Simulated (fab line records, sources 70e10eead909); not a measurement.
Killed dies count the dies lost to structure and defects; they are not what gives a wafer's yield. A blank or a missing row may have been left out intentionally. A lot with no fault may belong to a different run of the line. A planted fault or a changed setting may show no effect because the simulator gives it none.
Which tool did it? / flow nand harc / 13 lots with 39 wafers sampled at 4 steps, on a route of 1302 steps

WHAT THE GAUGES SHOWED, per wafer
NHARC_A_BONDPAD_CD_MEAS_13. Usual: 500 nm for cd nm, sd 3.3.
lot=L730; measured=day 23 10:24; on=cd sem-02; cd nm (nm)=504 503 499; flag=
lot=L728; measured=day 23 11:25; on=cd sem-03; cd nm (nm)=506 502 505; flag=
lot=L729; measured=day 23 13:23; on=cd sem-02; cd nm (nm)=498 498 501; flag=
lot=L731; measured=day 24 21:20; on=cd sem-03; cd nm (nm)=495 495 498; flag=
lot=L733; measured=day 24 23:55; on=cd sem-02; cd nm (nm)=499 500 499; flag=
lot=L732; measured=day 25 02:28; on=cd sem-03; cd nm (nm)=498 497 501; flag=
lot=L734; measured=day 25 19:00; on=cd sem-02; cd nm (nm)=499 500 499; flag=
lot=L735; measured=day 26 17:40; on=cd sem-03; cd nm (nm)=497 498 497; flag=
lot=L736; measured=day 27 01:20; on=cd sem-03; cd nm (nm)=505 506 502; flag=
lot=L739; measured=day 27 15:10; on=cd sem-02; cd nm (nm)=497 498 497; flag=
lot=L748; measured=day 32 10:53; on=cd sem-02; cd nm (nm)=501 500 497; flag=
lot=L749; measured=day 32 11:23; on=cd sem-02; cd nm (nm)=500 501 499; flag=
lot=L750; measured=day 32 16:47; on=cd sem-02; cd nm (nm)=497 494 497; flag=

WHICH TOOL RAN EACH LOT (tool, then ch and the chambers of the sampled wafers, then the start)
lot=L730; NHARC_A_M1_PVD_21=pvd sputter-02, day 23 08:07 or earlier; NHARC_A_M1_DEP_33=pecvd-04 ch 0,2, day 23 08:07; NHARC_A_BONDPAD_SOFTBAKE_04=litho track-07 ch 0, day 23 09:00
lot=L728; NHARC_A_M1_PVD_21=pvd sputter-02, day 23 09:04 or earlier; NHARC_A_M1_DEP_33=pecvd-04 ch 1,2, day 23 09:04; NHARC_A_BONDPAD_SOFTBAKE_04=litho track-02 ch 0, day 23 10:00
lot=L729; NHARC_A_M1_PVD_21=pvd sputter-03, day 23 11:11 or earlier; NHARC_A_M1_DEP_33=pecvd-03 ch 0,1, day 23 11:11; NHARC_A_BONDPAD_SOFTBAKE_04=litho track-02 ch 0, day 23 12:00
lot=L731; NHARC_A_M1_PVD_21=pvd sputter-03, day 24 19:07 or earlier; NHARC_A_M1_DEP_33=pecvd-01 ch 1,2, day 24 19:07; NHARC_A_BONDPAD_SOFTBAKE_04=litho track-07 ch 0, day 24 20:00
lot=L733; NHARC_A_M1_PVD_21=pvd sputter-02, day 24 21:37 or earlier; NHARC_A_M1_DEP_33=pecvd-01 ch 0,1, day 24 21:37; NHARC_A_BONDPAD_SOFTBAKE_04=litho track-02 ch 0, day 24 22:00
lot=L732; NHARC_A_M1_PVD_21=pvd sputter-02, day 25 00:14 or earlier; NHARC_A_M1_DEP_33=pecvd-03 ch 0,1, day 25 00:14; NHARC_A_BONDPAD_SOFTBAKE_04=litho track-07 ch 0, day 25 01:00
lot=L734; NHARC_A_M1_PVD_21=pvd sputter-03, day 25 16:47 or earlier; NHARC_A_M1_DEP_33=pecvd-04 ch 0,1, day 25 16:47; NHARC_A_BONDPAD_SOFTBAKE_04=litho track-02 ch 0, day 25 18:00
lot=L735; NHARC_A_M1_PVD_21=pvd sputter-03, day 26 15:29 or earlier; NHARC_A_M1_DEP_33=pecvd-03 ch 0,1, day 26 15:29; NHARC_A_BONDPAD_SOFTBAKE_04=litho track-07 ch 0, day 26 16:00
lot=L736; NHARC_A_M1_PVD_21=pvd sputter-03, day 26 23:02 or earlier; NHARC_A_M1_DEP_33=pecvd-03 ch 0,2, day 26 23:02; NHARC_A_BONDPAD_SOFTBAKE_04=litho track-07 ch 0, day 27 00:00
lot=L739; NHARC_A_M1_PVD_21=pvd sputter-01, day 27 12:24 or earlier; NHARC_A_M1_DEP_33=pecvd-03 ch 0,1,2, day 27 12:24; NHARC_A_BONDPAD_SOFTBAKE_04=litho track-05 ch 0, day 27 13:00
lot=L748; NHARC_A_M1_PVD_21=pvd sputter-01, day 32 08:37 or earlier; NHARC_A_M1_DEP_33=pecvd-03 ch 0,2, day 32 08:37; NHARC_A_BONDPAD_SOFTBAKE_04=litho track-05 ch 0, day 32 09:00
lot=L749; NHARC_A_M1_PVD_21=pvd sputter-02, day 32 09:08 or earlier; NHARC_A_M1_DEP_33=pecvd-04 ch 0,1, day 32 09:08; NHARC_A_BONDPAD_SOFTBAKE_04=litho track-05 ch 0, day 32 10:00
lot=L750; NHARC_A_M1_PVD_21=pvd sputter-03, day 32 14:28 or earlier; NHARC_A_M1_DEP_33=pecvd-04 ch 0,1, day 32 14:28; NHARC_A_BONDPAD_SOFTBAKE_04=litho track-02 ch 0, day 32 15:00
- NHARC_A_M1_PVD_21: deposits Cu, target thk 30 nm, time 20.49 s.
- NHARC_A_M1_DEP_33: deposits SiCN, target thk 30 nm.
- NHARC_A_BONDPAD_SOFTBAKE_04: time 70 s.

WHAT THE TOOLS THEMSELVES READ (means of the sampled wafers that have a number; where no wafer has one, the mark that the record gives instead)
NHARC_A_M1_PVD_21. Usual: 30.2 % for throttle valve pct, sd 1.4.
lot=L730; tool=pvd sputter-02; throttle valve pct (%)=31.0; flag=
lot=L728; tool=pvd sputter-02; throttle valve pct (%)=30.4; flag=
lot=L729; tool=pvd sputter-03; throttle valve pct (%)=31.2; flag=
lot=L731; tool=pvd sputter-03; throttle valve pct (%)=31.3; flag=
lot=L733; tool=pvd sputter-02; throttle valve pct (%)=31.1; flag=
lot=L732; tool=pvd sputter-02; throttle valve pct (%)=30.8; flag=
lot=L734; tool=pvd sputter-03; throttle valve pct (%)=31.4; flag=
lot=L735; tool=pvd sputter-03; throttle valve pct (%)=30.1; flag=
lot=L736; tool=pvd sputter-03; throttle valve pct (%)=30.1; flag=
lot=L739; tool=pvd sputter-01; throttle valve pct (%)=30.2; flag=
lot=L748; tool=pvd sputter-01; throttle valve pct (%)=29.5; flag=
lot=L749; tool=pvd sputter-02; throttle valve pct (%)=30.8; flag=
lot=L750; tool=pvd sputter-03; throttle valve pct (%)=30.8; flag=

NHARC_A_M1_DEP_33. Usual: 583 W for heater power w, sd 84.
lot=L730; tool=pecvd-04; heater power w (W)=698; flag=
lot=L728; tool=pecvd-04; heater power w (W)=617; flag=
lot=L729; tool=pecvd-03; heater power w (W)=478; flag=
lot=L731; tool=pecvd-01; heater power w (W)=602; flag=
lot=L733; tool=pecvd-01; heater power w (W)=616; flag=
lot=L732; tool=pecvd-03; heater power w (W)=547; flag=
lot=L734; tool=pecvd-04; heater power w (W)=641; flag=
lot=L735; tool=pecvd-03; heater power w (W)=597; flag=
lot=L736; tool=pecvd-03; heater power w (W)=481; flag=
lot=L739; tool=pecvd-03; heater power w (W)=500; flag=
lot=L748; tool=pecvd-03; heater power w (W)=536; flag=
lot=L749; tool=pecvd-04; heater power w (W)=633; flag=
lot=L750; tool=pecvd-04; heater power w (W)=563; flag=

NHARC_A_BONDPAD_SOFTBAKE_04. Usual: 200.8 W for heater power total W, sd 1.3.
lot=L730; tool=litho track-07; heater power total W (W)=200.4; flag=
lot=L728; tool=litho track-02; heater power total W (W)=200.9; flag=
lot=L729; tool=litho track-02; heater power total W (W)=201.9; flag=
lot=L731; tool=litho track-07; heater power total W (W)=200.7; flag=
lot=L733; tool=litho track-02; heater power total W (W)=201.2; flag=
lot=L732; tool=litho track-07; heater power total W (W)=200.1; flag=
lot=L734; tool=litho track-02; heater power total W (W)=201.9; flag=
lot=L735; tool=litho track-07; heater power total W (W)=202.0; flag=
lot=L736; tool=litho track-07; heater power total W (W)=200.8; flag=
lot=L739; tool=litho track-05; heater power total W (W)=200.9; flag=
lot=L748; tool=litho track-05; heater power total W (W)=245.8; flag=OFF
lot=L749; tool=litho track-05; heater power total W (W)=287.9; flag=OFF
lot=L750; tool=litho track-02; heater power total W (W)=201.8; flag=

THE ANSWER, worked out from the rows above alone
Rule: lot off if the mean of its wafers having a number is beyond 3 standard deviations from the usual mean. A lot without any number at a reading at which 4 lots or more have one is off too. All remaining lots with rows at the step are treated as sound. After the gauges, taken in route order, come the tools' own readings; for these a lot's mean is taken, as printed above. At the first step where some lot is off, the reading lying furthest off is the one used; lots without a number count as furthest.
Off, at NHARC_A_BONDPAD_SOFTBAKE_04 on heater power total W: L748, L749.
A tool fits if, at that step or a process step before it, it ran every lot that is off, and no sound lot after the first of them. Because NHARC_A_M1_PVD_21 lacks a start for some lots, the hours and order of its lots are taken from NHARC_A_M1_DEP_33. One candidate fits, namely litho track-05 at NHARC_A_BONDPAD_SOFTBAKE_04. A fault onset in the window from L739 (day 27 13:00, its last sound lot) to L748 (day 32 09:00, its first lot off) fits.
On the lots that are off, the tool's own readings at NHARC_A_BONDPAD_SOFTBAKE_04 differ by more than 5 times the standard deviation of the sound lots' means, which bears it out; heater power total W reads 266.9 W there versus 201.1 W on the sound lots.

WHAT THE SIMULATOR PUT IN
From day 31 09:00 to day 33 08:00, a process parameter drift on litho track-05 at NHARC_A_BONDPAD_SOFTBAKE_04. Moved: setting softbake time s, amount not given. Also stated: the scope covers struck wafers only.
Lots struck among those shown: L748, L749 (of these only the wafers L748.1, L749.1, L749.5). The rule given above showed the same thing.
